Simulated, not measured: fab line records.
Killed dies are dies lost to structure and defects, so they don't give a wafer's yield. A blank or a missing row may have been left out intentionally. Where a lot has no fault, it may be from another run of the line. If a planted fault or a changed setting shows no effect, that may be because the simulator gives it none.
fab line records ; flow n5-finfet
record lots=10; wafers=26; last-day=18
route steps=1938 shown HKMG_FIN@456 GATE_CUT@470 MOL_CONTACT_COAG@561 PASSIVATION@1936
lots that met no fault: from a run of the same line without faults
start-h: start of the lot's first displayed wafer, in hours after the record's first day ; wait-h: hours elapsed since this lot's preceding step ; " the same as in the row above ; L1.1+2: several wafers, shown together as one row ; - either no value or no given start ; * or withheld: withheld ; < > ~ a bound
route shown NAME@n: a module of which the file shows steps, and the number in the route of the first ; usual: the fault-free wafers' mean and standard deviation ; same: alike in all rows ; chamber/n: place in a boat ; sites: readings site by site ; _std_site: their standard deviation ; _edge_site: mean of outer sites minus mean of inner sites ; radius-mm: how far each site lies from the wafer's centre ; mask NAME#n: copy n ; behind: tool/chamber where the wafer was last shaped ; hold: what put the lot on hold/how long, in hours/how the hold closed ; device: transistor that didn't switch, given as n, p or np ; end of line: tests of these same wafers at the route's end ; a step given without rows: its recipe and nothing more ; killed: the dies lost at the first sort to structure and to defects; this is not the yield of the wafer ; map: shows each die of a wafer: x if killed, . if not, _ if none is there
set.NAME: the run value of the setting; set.NAME@STEP: its run value at that earlier step ; model.NAME: the simulator's own value behind a step, which no gauge read
the route's steps for a sample of lots (tables are steps, rows are wafers)
services: from which hour (start-h, from the record's first day; less than 0 if before it) a tool's chamber was out of use, for how many hours, and why
## steps
# step N5_HKMG_FIN_ALD_21
# recipe material=TiN; target-thk-a=15; temp-c=400; ald-precursor-family=TiCl4; ald-co-reactant=NH3; pulse-time-s=1; purge-time-s=3; co-reactant-purge-time-s=2; co-reactant-pulse-time-s=2; ald-cycles=68; pressure-torr=3
# usual heater-power-w=873/150; precursor-pulse-height-rel=1.001/0.018
# same ald-cycles=68; co-reactant-purge-time-s=2
lot.wafer;tool;chamber;start-h;wait-h;heater-power-w;precursor-pulse-height-rel
L395.1;ald-metal-01;3;88.37;0.4;824;1.002
L395.4;ald-metal-01;0;88.37;0.4;854;1.025
L395.6;ald-metal-01;3;88.37;0.4;832;0.980
L399.1;ald-metal-02;1;109.10;0.3;635;0.995
L399.2;ald-metal-02;3;109.10;0.3;668;1.020
L399.3;ald-metal-02;2;109.10;0.3;1043;0.990
L401.2;ald-metal-02;3;120.57;0.3;665;0.988
L401.3;ald-metal-02;0;120.57;0.3;1005;1.026
L404.1;ald-metal-02;2;140.04;0.3;992;1.003
L404.4;ald-metal-02;0;140.04;0.3;964;0.983
L404.6;ald-metal-02;3;140.04;0.3;702;0.990
L405.1;ald-metal-02;2;146.08;0.3;1018;1.003
L405.2;ald-metal-02;0;146.08;0.3;1007;0.999
L406.3;ald-metal-02;2;152.57;0.1;1006;0.993
L406.4;ald-metal-02;0;152.57;0.1;1008;1.002
L406.6;ald-metal-02;1;152.57;0.1;645;1.012
L414.2;ald-metal-02;0;198.84;0.3;981;0.996
L414.3;ald-metal-02;2;198.84;0.3;978;1.001
L414.5;ald-metal-02;0;198.84;0.3;987;1.007
L415.4;ald-metal-02;2;204.42;0.1;1036;0.991
L415.6;ald-metal-02;3;204.42;0.1;680;0.996
L416.4;ald-metal-03;2;218.89;0.1;951;1.012
L416.6;ald-metal-03;1;218.89;0.1;1057;1.015
L417.2;ald-metal-02;1;223.66;0.3;650;0.994
L417.5;ald-metal-02;0;223.66;0.3;984;1.010
L417.6;ald-metal-02;3;223.66;0.3;658;1.015
# step N5_HKMG_FIN_CMP_23
# recipe stop-on=SiNx; t-overpolish-s=10; post-cmp-clean=rinse-only; down-force-psi=4; platen-rpm=50.289; pad-velocity-m-s=1.0006; target-thk-nm=46.326
# usual motor-current-A=12.3/1.3; overpolish-run-s=10.000/0.0087; retaining-ring-pressure-frac=1.000/0.0052; slurry-filter-dp-kPa=13.51/0.13; time-to-endpoint-s=11/3
lot.wafer;tool;chamber;start-h;wait-h;motor-current-A;overpolish-run-s;retaining-ring-pressure-frac;slurry-filter-dp-kPa;time-to-endpoint-s
L395.1;cmp-02;3;88.90;0.0;10.8;10.008;1.008;13.52;6
L395.4;cmp-02;1;88.90;0.0;12.2;9.996;0.995;13.53;8
L395.6;cmp-02;0;88.90;0.0;13.2;10.018;0.991;13.43;8
L399.3;cmp-03;2;109.63;0.0;10.9;10.003;0.999;13.68;10
L399.2;cmp-03;3;109.63;0.0;13.9;9.991;1.002;13.54;10
L399.1;cmp-03;0;109.63;0.0;14.4;10.004;1.006;13.70;11
L401.2;cmp-02;1;121.29;0.2;12.8;9.992;0.996;13.36;12
L401.3;cmp-02;2;121.29;0.2;11.7;10.005;1.003;13.38;18
L404.4;cmp-03;2;140.57;0.0;12.5;10.001;0.997;13.49;8
L404.1;cmp-03;1;140.57;0.0;11.5;9.999;0.994;13.79;6
L404.6;cmp-03;2;140.57;0.0;12.5;10.004;0.998;13.35;9
L405.1;cmp-02;2;146.97;0.4;11.2;9.983;1.005;13.57;14
L405.2;cmp-02;3;146.97;0.4;11.1;9.996;1.009;13.58;11
L406.4;cmp-03;2;153.10;0.0;12.6;10.003;1.000;13.48;12
L406.3;cmp-03;3;153.10;0.0;13.4;10.001;1.009;13.52;10
L406.6;cmp-03;2;153.10;0.0;11.8;10.013;1.000;13.65;10
L414.3;cmp-01;2;199.94;0.2;13.0;9.999;0.992;13.67;14
L414.2;cmp-01;0;199.94;0.2;10.5;9.981;1.003;13.73;16
L414.5;cmp-01;1;199.94;0.2;9.7;10.004;0.998;13.60;10
L415.4;cmp-03;1;205.19;0.3;11.6;10.003;1.003;13.50;9
L415.6;cmp-03;2;205.19;0.3;12.0;9.994;0.993;13.46;11
L416.4;cmp-01;0;219.42;0.0;10.8;10.001;1.002;13.73;14
L416.6;cmp-01;0;219.42;0.0;10.1;9.999;1.001;13.45;15
L417.2;cmp-01;3;224.20;0.0;14.2;9.995;0.999;13.54;16
L417.6;cmp-01;3;224.20;0.0;13.2;10.002;0.996;13.35;15
L417.5;cmp-01;0;224.20;0.0;11.2;10.005;1.007;13.63;17
# step N5_GATE_CUT_STRIP_59
# recipe chemistry=N2/H2; time-s=20; power-w=100; temp-c=40; pressure-mtorr=100; rf-frequency-hz=6e+07; bias-power-w=3; n2-flow-sccm=300; h2-flow-sccm=300
# usual drypump-motor-current-A=5.8/0.33; oes-product-au=0.77/0.075; rf-vpp-V=45.2/0.9; showerhead-plenum-p-Torr=3.30/0.12; throttle-valve-pct=12.17/0.21
lot.wafer;tool;chamber;start-h;wait-h;drypump-motor-current-A;oes-product-au;rf-hours-counter-h;rf-vpp-V;showerhead-plenum-p-Torr;throttle-valve-pct
L395.1;rie-diel-04;3;90.05;0.1;5.7;0.81;89;45.7;3.14;11.81
L395.4;rie-diel-04;2;90.05;0.1;6.0;0.71;219;46.0;3.47;12.45
L395.6;rie-diel-04;0;90.05;0.1;5.4;0.79;-;43.4;3.23;12.00
L399.1;rie-diel-04;0;111.01;0.1;5.4;0.78;142;44.0;3.23;12.03
L399.2;rie-diel-04;1;111.01;0.1;6.2;0.76;144;46.5;3.48;11.96
L399.3;rie-diel-04;3;111.01;0.1;5.7;0.81;96;44.8;3.13;11.81
L401.2;rie-diel-04;1;122.33;0.1;6.2;0.75;149;46.9;3.47;11.96
L401.3;rie-diel-04;2;122.33;0.1;6.1;0.70;230;45.1;3.46;12.48
L404.1;rie-diel-03;0;141.72;0.1;5.9;0.91;22;45.8;3.44;12.21
L404.4;rie-diel-03;2;141.72;0.1;6.6;0.70;240;44.9;3.30;12.10
L404.6;rie-diel-03;0;141.72;0.1;5.9;0.90;-;45.8;3.43;12.19
L405.1;rie-diel-03;0;147.95;0.1;5.9;0.91;24;46.5;3.43;12.20
L405.2;rie-diel-03;3;147.95;0.1;5.5;0.70;227;45.2;3.20;12.23
L406.3;rie-diel-03;1;154.49;0.1;5.6;0.73;183;45.7;3.22;12.41
L406.4;rie-diel-03;2;154.49;0.1;6.6;0.68;244;44.5;3.30;12.13
L406.6;rie-diel-03;0;154.49;0.1;5.9;0.90;-;44.6;3.43;12.20
L414.2;rie-diel-04;3;201.00;0.1;5.6;0.79;122;45.1;3.12;11.89
L414.3;rie-diel-04;0;201.00;0.1;5.4;0.75;173;44.8;3.21;12.10
L414.5;rie-diel-04;3;201.00;0.1;5.6;0.78;-;45.0;3.12;11.90
L415.4;rie-diel-03;3;206.12;0.0;5.5;0.68;-;44.0;3.19;12.27
L415.6;rie-diel-03;0;206.12;0.0;5.9;0.86;-;47.4;3.42;12.24
L416.4;rie-diel-04;0;220.73;0.1;5.4;0.74;178;44.1;3.21;12.10
L416.6;rie-diel-04;0;220.73;0.1;5.4;0.74;-;44.2;3.21;12.11
L417.2;rie-diel-03;2;225.44;0.1;6.5;0.95;7;45.0;3.29;11.51
L417.5;rie-diel-03;2;225.44;0.1;6.6;0.95;-;44.1;3.29;11.51
L417.6;rie-diel-03;0;225.44;0.1;5.8;0.85;-;45.0;3.42;12.26
# step N5_GATE_CUT_SAC_CAP_01
# recipe material=SiNx; target-thk-a=240; temp-c=400; ald-precursor-family=SiH2I2; ald-co-reactant=N2/H2-plasma; pulse-time-s=1; ald-cycles=480; purge-time-s=2; co-reactant-purge-time-s=2; pressure-torr=2
# usual ald-cycles=480/0; heater-power-w=813/60; precursor-pulse-height-rel=0.999/0.02
# same co-reactant-purge-time-s=2
lot.wafer;tool;chamber;start-h;wait-h;ald-cycles;heater-power-w;precursor-pulse-height-rel
L395.1;ald-sin-03;1;90.85;0.6;480;817;1.003
L395.4;ald-sin-03;3;90.85;0.6;480;746;0.956
L395.6;ald-sin-03;0;91.94;1.7;480;765;0.965
L399.1;ald-sin-02;1;111.44;0.2;480;769;1.018
L399.2;ald-sin-02;2;111.44;0.2;480;914;1.009
L399.3;ald-sin-02;3;111.44;0.2;480;748;0.980
L401.2;ald-sin-02;1;122.56;0.0;480;792;0.987
L401.3;ald-sin-02;0;122.56;0.0;480;801;0.978
L404.1;ald-sin-03;2;141.93;0.0;480;882;1.031
L404.4;ald-sin-03;3;143.02;1.1;480;742;0.971
L404.6;ald-sin-03;0;143.02;1.1;480;778;0.990
L405.1;ald-sin-02;3;148.16;0.0;480;752;0.985
L405.2;ald-sin-02;0;148.16;0.0;480;806;1.011
L406.3;ald-sin-02;1;154.70;0.0;480;785;1.008
L406.4;ald-sin-02;0;154.70;0.0;480;806;0.998
L406.6;ald-sin-02;0;155.79;1.1;480;825;0.993
L414.2;ald-sin-02;0;201.23;0.0;480;811;0.995
L414.3;ald-sin-02;3;201.23;0.0;358;743;0.995
L414.5;ald-sin-02;3;202.31;1.1;480;764;1.008
L415.4;ald-sin-02;0;207.28;1.0;358;796;0.996
L415.6;ald-sin-02;3;208.36;2.1;480;755;0.976
L416.4;ald-sin-02;1;221.31;0.4;358;762;0.998
L416.6;ald-sin-02;3;222.39;1.5;480;753;0.990
L417.2;ald-sin-01;3;226.20;0.6;480;793;1.007
L417.5;ald-sin-01;0;227.29;1.7;480;756;1.012
L417.6;ald-sin-01;1;227.29;1.7;480;904;1.002
# step N5_MOL_CONTACT_COAG_THK_MEAS_29
# recipe reads=SiNx_of_GATE_CUT_PECVD_57+SiNx_of_GATE_CUT_SAC_CAP_01
# usual MD_CAP_THK=17.92/0.11
lot.wafer;tool;chamber;start-h;wait-h;MD_CAP_THK[nm]
L395.1;film-metro-02;-;106.44;-;17.98
L395.4;film-metro-02;-;106.44;-;17.81
L395.6;film-metro-02;-;106.44;-;17.99
L399.1;film-metro-02;-;127.29;-;17.95
L399.2;film-metro-02;-;127.29;-;18.04
L399.3;film-metro-02;-;127.29;-;17.86
L401.2;film-metro-02;-;142.18;-;17.97
L401.3;film-metro-02;-;142.18;-;17.91
L404.1;film-metro-02;-;156.99;-;17.96
L404.4;film-metro-02;-;156.99;-;17.98
L404.6;film-metro-02;-;156.99;-;18.08
L405.1;film-metro-02;-;165.20;-;17.74
L405.2;film-metro-02;-;165.20;-;17.80
L406.3;film-metro-01;-;174.31;-;18.05
L406.4;film-metro-01;-;174.31;-;17.88
L406.6;film-metro-01;-;174.31;-;17.85
L414.2;film-metro-02;-;219.09;-;17.82
L414.3;film-metro-02;-;219.09;-;13.23
L414.5;film-metro-02;-;219.09;-;17.78
L415.4;film-metro-01;-;223.74;-;13.30
L415.6;film-metro-01;-;223.74;-;17.73
L416.4;film-metro-01;-;237.75;-;13.37
L416.6;film-metro-01;-;237.75;-;17.78
L417.2;film-metro-01;-;242.68;-;17.77
L417.5;film-metro-01;-;242.68;-;17.84
L417.6;film-metro-01;-;242.68;-;17.73
# step N5_MOL_CONTACT_COAG_ETCH_47
# recipe chemistry=CH3F/O2; target=SiNx; target-depth-a=270; mask-material=SiO2; stop-on=W; over-etch-frac=0.2; ion-energy-ev=120; endpoint=OES-CN; pressure-mtorr=30; source-w=395; bias-w=73; Ar_flow_sccm=150; CH3F_flow_sccm=30; O2_flow_sccm=20; ends=end-point
# usual CH3F_flow_sccm=29.99/0.093; drypump-motor-current-A=5.4/0.48; etch-rf-on-time-s=31.3/0.95; oes_o_777_au=0.80/0.062; oes-product-au=0.72/0.059; rf-vpp-V=300/5.7; showerhead-plenum-p-Torr=2.04/0.072; throttle-valve-pct=16.32/0.21
lot.wafer;tool;chamber;start-h;wait-h;CH3F_flow_sccm;drypump-motor-current-A;etch-rf-on-time-s;oes_o_777_au;oes-product-au;rf-hours-counter-h;rf-vpp-V;showerhead-plenum-p-Torr;throttle-valve-pct
L395.1;rie-diel-01;0;109.02;0.0;29.93;6.0;31.4;0.71;0.63;218;305;1.88;16.53
L395.4;rie-diel-01;3;109.02;0.0;29.93;5.7;31.8;0.79;0.71;-;295;2.03;16.60
L395.6;rie-diel-01;2;109.02;0.0;30.01;5.2;32.5;0.77;0.74;-;303;2.02;15.88
L399.1;rie-diel-02;1;129.95;0.0;30.09;5.0;32.5;0.80;0.71;84;298;2.12;16.34
L399.2;rie-diel-02;3;129.95;0.0;29.92;5.2;30.1;0.82;0.69;118;298;2.02;16.42
L399.3;rie-diel-02;0;129.95;0.0;29.88;4.8;30.9;0.77;0.69;140;309;1.99;16.15
L401.2;rie-diel-01;1;144.64;0.0;29.88;5.7;30.9;0.85;0.81;13;306;2.13;16.51
L401.3;rie-diel-01;0;144.64;0.0;29.77;6.1;31.4;0.71;0.63;230;304;1.87;16.56
L404.1;rie-diel-01;1;159.47;0.0;30.04;5.7;30.9;0.84;0.81;18;306;2.13;16.51
L404.4;rie-diel-01;0;159.47;0.0;30.01;6.1;31.7;0.71;0.62;236;303;1.87;16.55
L404.6;rie-diel-01;0;159.47;0.0;30.10;6.1;31.9;0.70;0.63;-;304;1.87;16.55
L405.1;rie-diel-05;1;168.18;0.0;29.91;5.6;30.8;0.79;0.68;131;310;2.10;16.00
L405.2;rie-diel-05;2;168.18;0.0;29.99;5.1;32.3;0.68;0.61;244;300;2.04;16.35
L406.3;rie-diel-01;0;177.09;0.0;29.97;6.1;32.0;0.70;0.61;244;303;1.87;16.57
L406.4;rie-diel-01;3;177.09;0.0;30.04;5.7;32.3;0.77;0.68;116;295;2.02;16.64
L406.6;rie-diel-01;3;177.09;0.0;30.00;5.7;32.2;0.77;0.68;-;296;2.02;16.66
L414.2;rie-diel-01;1;220.79;0.0;29.90;5.7;31.0;0.81;0.76;44;306;2.12;16.54
L414.3;rie-diel-01;2;220.79;0.0;29.96;5.2;24.1;0.73;0.68;102;303;2.01;15.95
L414.5;rie-diel-01;2;220.79;0.0;30.08;5.2;32.3;0.73;0.69;-;303;2.00;15.97
L415.4;rie-diel-05;1;225.32;0.0;29.89;5.6;23.0;0.77;0.68;153;309;2.09;16.05
L415.6;rie-diel-05;0;225.32;0.0;29.78;5.4;29.4;0.89;0.78;-;292;1.95;16.43
L416.4;rie-diel-05;1;239.49;0.0;30.04;5.6;22.8;0.77;0.67;159;311;2.09;16.08
L416.6;rie-diel-05;1;239.49;0.0;30.01;5.6;30.4;0.77;0.67;-;311;2.09;16.05
L417.2;rie-diel-01;1;245.18;0.0;30.01;5.7;31.1;0.79;0.75;52;306;2.12;16.57
L417.5;rie-diel-01;3;245.18;0.0;29.93;5.7;31.2;0.74;0.66;-;293;2.01;16.70
L417.6;rie-diel-01;0;245.18;0.0;29.98;6.0;29.6;0.94;0.86;-;310;2.11;16.04
# step N5_PASSIVATION_PROBE_49
# usual killed_at_M0_to_M3=34/10; killed_at_M4_up=13/5.4; killed-at-contacts=13/6; killed-at-front-end=42/13; killed-at-other=4/3.2; killed-dies=107/18; killed-open=69/14; killed-short=35/7.7
# same gross-dies=1180; killed-at-back-side=0
lot.wafer;tool;chamber;start-h;wait-h;killed_at_M0_to_M3;killed_at_M4_up;killed-at-contacts;killed-at-front-end;killed-at-other;killed-dies;killed-open;killed-short
L395.1;prober-02;-;266.84;0.0;37;10;22;48;0;117;70;42
L395.4;prober-02;-;266.99;0.2;28;11;26;55;4;124;79;43
L395.6;prober-02;-;267.09;0.3;17;9;18;54;1;99;66;24
L399.1;prober-01;-;289.50;0.0;36;16;9;34;5;100;73;27
L399.2;prober-01;-;289.55;0.1;35;7;18;33;3;96;57;38
L399.3;prober-01;-;289.60;0.1;42;14;12;28;9;105;67;35
L401.2;prober-02;-;315.63;0.1;29;8;7;69;2;115;86;29
L401.3;prober-02;-;315.68;0.1;45;16;15;36;2;114;69;42
L405.1;prober-02;-;341.94;0.0;22;18;8;24;2;74;54;20
L405.2;prober-02;-;341.99;0.1;39;13;13;28;2;95;63;31
L404.1;prober-01;-;342.57;0.0;22;17;18;61;7;125;79;42
L404.4;prober-01;-;342.72;0.2;35;11;21;43;1;111;77;34
L404.6;prober-01;-;342.82;0.3;36;6;18;43;2;105;64;40
L406.3;prober-01;-;353.38;0.1;38;22;10;46;3;119;68;47
L406.4;prober-01;-;353.43;0.2;48;7;19;39;2;115;74;41
L406.6;prober-01;-;353.53;0.3;34;25;22;48;2;131;86;42
L414.2;prober-01;-;394.95;0.1;25;14;15;45;1;100;58;40
L414.3;prober-01;-;395.00;0.1;52;15;14;60;2;143;83;48
L414.5;prober-01;-;395.10;0.2;33;14;8;61;1;117;63;42
L415.4;prober-02;-;400.92;0.2;20;16;13;31;1;81;56;25
L415.6;prober-02;-;401.02;0.3;29;13;9;33;2;86;44;38
L416.4;prober-01;-;424.83;0.2;43;21;13;56;2;135;78;53
L416.6;prober-01;-;424.93;0.3;54;15;18;42;4;133;86;38
L417.2;prober-02;-;432.52;0.1;24;17;8;65;7;121;72;43
L417.5;prober-02;-;432.67;0.2;19;14;27;59;6;125;81;38
L417.6;prober-02;-;432.72;0.3;33;17;21;48;10;129;86;36
# killed by level:class
L395.1 MOL_CONTACT_COAG:geometric-particle:open=14 STI_FIN_REVEAL:geometric-particle:open=12 BEOL_M0_SAQP:geometric-particle:open=11 BEOL_M0_SAQP:geometric-particle:short=10 MOL_CONTACT_COAG:geometric-particle:short=8 FIN_SAQP:geometric-particle:open=7 FIN_SAQP:geometric-particle:short=6 GATE_CUT:geometric-particle:open=6
L395.4 MOL_CONTACT_COAG:geometric-particle:open=24 FIN_SAQP:geometric-particle:short=19 STI_FIN_REVEAL:geometric-particle:open=18 BEOL_M0_SAQP:geometric-particle:open=13 BEOL_M0_SAQP:geometric-particle:short=8 GATE_CUT:geometric-particle:short=5 BEOL_M6:geometric-particle:open=4 FIN_SAQP:geometric-particle:open=3
L395.6 FIN_SAQP:geometric-particle:open=17 MOL_CONTACT_COAG:geometric-particle:open=16 STI_FIN_REVEAL:geometric-particle:open=13 BEOL_M4:geometric-particle:open=5 FIN_SAQP:geometric-particle:short=4 GATE_CUT:geometric-particle:short=4 BEOL_M0_SAQP:geometric-particle:open=4 BEOL_M0_SAQP:geometric-particle:short=4
L399.1 BEOL_M2:geometric-particle:open=14 FIN_SAQP:geometric-particle:open=8 BEOL_M3:geometric-particle:open=8 MOL_CONTACT_COAG:geometric-particle:open=7 BEOL_M0_SAQP:geometric-particle:open=6 BEOL_M5:geometric-particle:open=6 FIN_SAQP:geometric-particle:short=5 BEOL_M0_SAQP:geometric-particle:short=5
L399.2 MOL_CONTACT_COAG:geometric-particle:open=16 BEOL_M0_SAQP:geometric-particle:short=15 BEOL_M0_SAQP:geometric-particle:open=10 FIN_SAQP:geometric-particle:short=6 DUMMY_GATE:geometric-particle:open=6 ILD0:geometric-particle:short=5 ILD0:geometric-particle:open=4 GATE_CUT:geometric-particle:short=3
L399.3 MOL_CONTACT_COAG:geometric-particle:open=9 BEOL_M0_SAQP:geometric-particle:short=9 BEOL_M0_SAQP:geometric-particle:open=9 BEOL_M2:geometric-particle:open=7 BEOL_M3:geometric-particle:open=6 FIN_SAQP:geometric-particle:short=5 BEOL_M1:geometric-particle:open=5 DUMMY_GATE:geometric-particle:short=4
L401.2 STI_FIN_REVEAL:geometric-particle:open=33 STI_FIN_REVEAL:geometric-particle:short=9 FIN_SAQP:geometric-particle:short=8 FIN_SAQP:geometric-particle:open=7 BEOL_M1:geometric-particle:open=6 BEOL_M0_SAQP:geometric-particle:open=5 BEOL_M0:geometric-particle:open=5 BEOL_M2:geometric-particle:open=5
L401.3 BEOL_M0_SAQP:geometric-particle:short=10 MOL_CONTACT_COAG:geometric-particle:open=10 BEOL_M0_SAQP:geometric-particle:open=9 STI_FIN_REVEAL:geometric-particle:open=8 BEOL_M3:geometric-particle:open=7 BEOL_M4:geometric-particle:open=7 FIN_SAQP:geometric-particle:open=6 BEOL_M0:geometric-particle:short=6
L405.1 BEOL_M4:geometric-particle:open=11 STI_FIN_REVEAL:geometric-particle:open=9 BEOL_M0_SAQP:geometric-particle:open=6 MOL_CONTACT_COAG:geometric-particle:open=5 DUMMY_GATE:geometric-particle:open=4 STARTING-WAFER:geometric-particle:short=4 MOL_CONTACT_COAG:geometric-particle:short=3 BEOL_M0_SAQP:geometric-particle:short=3
L405.2 BEOL_M2:geometric-particle:open=12 DUMMY_GATE:geometric-particle:open=9 MOL_CONTACT_COAG:geometric-particle:open=9 BEOL_M4:geometric-particle:open=7 BEOL_M0_SAQP:geometric-particle:open=6 BEOL_M0_SAQP:geometric-particle:short=6 MOL_CONTACT_COAG:geometric-particle:short=4 FIN_SAQP:geometric-particle:short=3
L404.1 STI_FIN_REVEAL:geometric-particle:open=16 FIN_SAQP:geometric-particle:open=14 MOL_CONTACT_COAG:geometric-particle:open=14 FIN_SAQP:geometric-particle:short=11 BEOL_M0_SAQP:geometric-particle:short=5 GATE_CUT:geometric-particle:open=5 BEOL_M2:geometric-particle:open=5 GATE_CUT:geometric-particle:short=4
L404.4 MOL_CONTACT_COAG:geometric-particle:open=17 STI_FIN_REVEAL:geometric-particle:open=10 BEOL_M2:geometric-particle:open=8 DUMMY_GATE:geometric-particle:open=7 FIN_SAQP:geometric-particle:open=6 BEOL_M3:geometric-particle:short=6 STARTING-WAFER:geometric-particle:short=6 FIN_SAQP:geometric-particle:short=5
L404.6 MOL_CONTACT_COAG:geometric-particle:open=14 FIN_SAQP:geometric-particle:open=13 FIN_SAQP:geometric-particle:short=9 BEOL_M0_SAQP:geometric-particle:open=9 DUMMY_GATE:geometric-particle:open=8 BEOL_M0_SAQP:geometric-particle:short=7 BEOL_M2:geometric-particle:open=5 BEOL_M2:geometric-particle:short=4
L406.3 BEOL_M0_SAQP:geometric-particle:short=16 FIN_SAQP:geometric-particle:open=12 FIN_SAQP:geometric-particle:short=9 BEOL_M1:geometric-particle:open=8 BEOL_M4:geometric-particle:open=8 STI_FIN_REVEAL:geometric-particle:open=7 MOL_CONTACT_COAG:geometric-particle:open=7 BEOL_M0_SAQP:geometric-particle:open=7
L406.4 MOL_CONTACT_COAG:geometric-particle:open=15 BEOL_M0_SAQP:geometric-particle:short=15 FIN_SAQP:geometric-particle:open=14 FIN_SAQP:geometric-particle:short=10 BEOL_M0_SAQP:geometric-particle:open=8 BEOL_M3:geometric-particle:open=7 BEOL_M2:geometric-particle:open=5 STI_FIN_REVEAL:geometric-particle:open=5
L406.6 MOL_CONTACT_COAG:geometric-particle:open=15 STI_FIN_REVEAL:geometric-particle:open=11 BEOL_M4:geometric-particle:open=10 MOL_CONTACT_COAG:geometric-particle:short=7 BEOL_M0_SAQP:geometric-particle:short=7 BEOL_M3:geometric-particle:open=7 FIN_SAQP:geometric-particle:short=6 DUMMY_GATE:geometric-particle:open=5
L414.2 FIN_SAQP:geometric-particle:open=13 FIN_SAQP:geometric-particle:short=13 MOL_CONTACT_COAG:geometric-particle:open=11 BEOL_M0:geometric-particle:open=7 BEOL_M3:geometric-particle:open=7 MOL_CONTACT_COAG:geometric-particle:short=4 BEOL_M0_SAQP:geometric-particle:short=3 BEOL_M3:geometric-particle:short=3
L414.3 BEOL_M3:geometric-particle:open=16 MOL_CONTACT_COAG:geometric-particle:open=12 BEOL_M1:geometric-particle:open=11 HKMG_FIN:area-etch=11 FIN_SAQP:geometric-particle:short=10 FIN_SAQP:geometric-particle:open=10 BEOL_M0_SAQP:geometric-particle:short=9 BEOL_M0_SAQP:geometric-particle:open=7
L414.5 FIN_SAQP:geometric-particle:open=12 FIN_SAQP:geometric-particle:short=11 DUMMY_GATE:geometric-particle:open=8 BEOL_M0_SAQP:geometric-particle:short=8 STARTING-WAFER:geometric-particle:open=7 HKMG_FIN:area-etch=7 MOL_CONTACT_COAG:geometric-particle:open=6 BEOL_M0_SAQP:geometric-particle:open=6
L415.4 STI_FIN_REVEAL:geometric-particle:open=13 MOL_CONTACT_COAG:geometric-particle:open=10 BEOL_M4:geometric-particle:open=10 BEOL_M3:geometric-particle:open=5 FIN_SAQP:geometric-particle:short=4 STI_FIN_REVEAL:geometric-particle:short=4 MOL_CONTACT_COAG:geometric-particle:short=3 BEOL_M1:geometric-particle:open=3
L415.6 STI_FIN_REVEAL:geometric-particle:open=11 MOL_CONTACT_COAG:geometric-particle:open=7 BEOL_M0_SAQP:geometric-particle:short=7 STARTING-WAFER:geometric-particle:short=7 BEOL_M1:geometric-particle:short=6 BEOL_M2:geometric-particle:short=5 BEOL_M4:geometric-particle:open=5 BEOL_M2:geometric-particle:open=4
L416.4 BEOL_M0_SAQP:geometric-particle:short=13 FIN_SAQP:geometric-particle:open=10 STI_FIN_REVEAL:geometric-particle:open=10 BEOL_M4:geometric-particle:open=10 FIN_SAQP:geometric-particle:short=9 BEOL_M0_SAQP:geometric-particle:open=9 BEOL_M2:geometric-particle:open=9 MOL_CONTACT_COAG:geometric-particle:open=8
L416.6 BEOL_M0_SAQP:geometric-particle:open=15 MOL_CONTACT_COAG:geometric-particle:open=13 BEOL_M0_SAQP:geometric-particle:short=13 BEOL_M4:geometric-particle:open=10 BEOL_M2:geometric-particle:open=9 DUMMY_GATE:geometric-particle:open=7 FIN_SAQP:geometric-particle:open=5 STI_FIN_REVEAL:geometric-particle:open=5
L417.2 FIN_SAQP:geometric-particle:short=18 STI_FIN_REVEAL:geometric-particle:open=16 BEOL_M3:geometric-particle:open=16 BEOL_M4:geometric-particle:open=8 FIN_SAQP:geometric-particle:open=6 STI_FIN_REVEAL:geometric-particle:short=6 MOL_CONTACT_COAG:geometric-particle:open=6 DUMMY_GATE:geometric-particle:open=5
L417.5 MOL_CONTACT_COAG:geometric-particle:open=20 FIN_SAQP:geometric-particle:open=15 STI_FIN_REVEAL:geometric-particle:open=11 BEOL_M4:geometric-particle:open=8 FIN_SAQP:geometric-particle:short=7 MOL_CONTACT_COAG:geometric-particle:short=7 GATE_CUT:geometric-particle:short=5 BEOL_M2:geometric-particle:open=5
L417.6 STI_FIN_REVEAL:geometric-particle:open=15 MOL_CONTACT_COAG:geometric-particle:open=15 FIN_SAQP:geometric-particle:open=11 BEOL_M2:geometric-particle:short=10 BEOL_M3:geometric-particle:open=8 BEOL_M4:geometric-particle:open=8 FIN_SAQP:geometric-particle:short=6 MOL_CONTACT_COAG:geometric-particle:short=5
## services
tool;chamber;start-h;hours;kind
rie-diel-04;0;66.29;10.2;repair
ald-sin-02;-;68.53;6.1;pm
cmp-03;-;72.87;18.0;pm
ald-sin-02;1;84.49;15.9;repair
rie-diel-04;2;90.08;1.8;repair
rie-diel-03;3;92.22;7.2;repair
cmp-03;-;95.47;2.7;repair
cmp-02;-;100.69;6.1;pm
cmp-03;-;102.56;0.4;repair
cmp-01;-;112.97;4.0;pm
cmp-01;-;116.97;6.3;pm
ald-sin-02;3;117.54;10.8;repair
rie-diel-04;-;136.74;2.8;pm
ald-sin-02;1;144.57;6.7;repair
cmp-01;-;147.64;1.0;repair
rie-diel-04;2;157.46;2.1;repair
cmp-02;-;173.98;0.5;repair
cmp-02;-;191.17;9.8;repair
cmp-01;-;195.35;3.5;repair
rie-diel-04;0;209.83;5.8;repair
ald-metal-02;-;218.63;1.0;repair
cmp-01;-;228.23;0.9;repair
cmp-01;-;230.09;1.5;repair
ald-sin-02;2;231.91;6.0;repair
## key
first-sign step=N5_GATE_CUT_SAC_CAP_01; reading=ald-cycles; direction=down; sigmas=99+; usual=*; struck=*
effect step=N5_MOL_CONTACT_COAG_THK_MEAS_29; reading=MD_CAP_THK; direction=down; sigmas=43; usual=17.92; struck=13.30
effect step=N5_MOL_CONTACT_COAG_ETCH_47; reading=etch-rf-on-time-s; direction=down; sigmas=8.3; usual=*; struck=*
met-at N5_GATE_CUT_SAC_CAP_01
struck-lots L414,L415,L416
struck-wafers L414.3,L415.4,L416.4
tester-left-out L414,L415,L416
baseline-loss step=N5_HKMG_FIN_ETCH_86; wafers=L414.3
not-acting-at N5_HKMG_FIN_ALD_21,N5_HKMG_FIN_CMP_23,N5_GATE_CUT_STRIP_59
onset-between 154.70 201.23
fault kind=process-parameter-drift; tool=ald-sin-02; chamber=-; onset-h=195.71; steps=N5_GATE_CUT_SAC_CAP_01; channel=ald-cycles; offset=*; shape=step; end-h=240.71; scope=struck-wafers-only; acts-in=*; stated=*
# tester-left-out: of these lots the tester's yield and bins aren't shown, on N5 and GAA mostly nor the transistor test; their killed dies are dies lost to structure and defects alone, not to doping, threshold or leakage, so they don't give the yield
# baseline-loss: these wafers lose ten dies or more at that step, a loss of the line's own and not of a fault; the sort's usual values leave them out
